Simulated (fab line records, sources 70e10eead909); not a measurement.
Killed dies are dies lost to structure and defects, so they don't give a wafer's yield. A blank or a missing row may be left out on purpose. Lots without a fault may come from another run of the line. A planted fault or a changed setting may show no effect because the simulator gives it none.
Chamber matching | flow nand_harc | NHARC_P_BONDPAD_DEP_00 on pecvd-03: 3 sister chambers
The step deposits SiCN, target thk 250 nm. 6 wafers are shown with their chamber, then 6 later ones without.

WAFERS WITH THEIR CHAMBER
wafer  | chamber | heater_power_w (W)
L455.6 | 2       | 582
L470.2 | 0       | 469
L470.4 | 0       | 484
L473.1 | 1       | 524
L473.2 | 2       | 629
L473.3 | 1       | 525

WAFERS WITHOUT THEIR CHAMBER
wafer  | heater_power_w (W)
L475.2 | 671
L475.4 | 552
L475.6 | 664
L476.2 | 616
L476.3 | 476
L476.5 | 573

WHICH CHAMBER EACH WENT THROUGH
wafer  | from the rows above     | in truth
L475.2 | 2                       | 2
L475.4 | can't be placed: 1 or 2 | 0
L475.6 | 2                       | 2
L476.2 | 2                       | 2
L476.3 | 0                       | 0
L476.5 | can't be placed: 2 or 1 | 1
Placed correctly: 4 of 6. Can't be placed from these rows: 2 (the true chamber is among the candidates in 1). Placed wrongly: 0.
How it was worked out, from the rows above alone: a wafer's distance from a chamber is the root of the sum, over the readings, of the square of ((its reading less the chamber's mean) divided by the reading's scatter). The wafer belongs to the nearest chamber; if the next one is less than 2 further off, it can't be placed. A chamber's mean is the mean of its shown wafers. The scatter: the root of (the sum of the squares of (reading less its chamber's mean) over the shown wafers, divided by (wafers less chambers)).
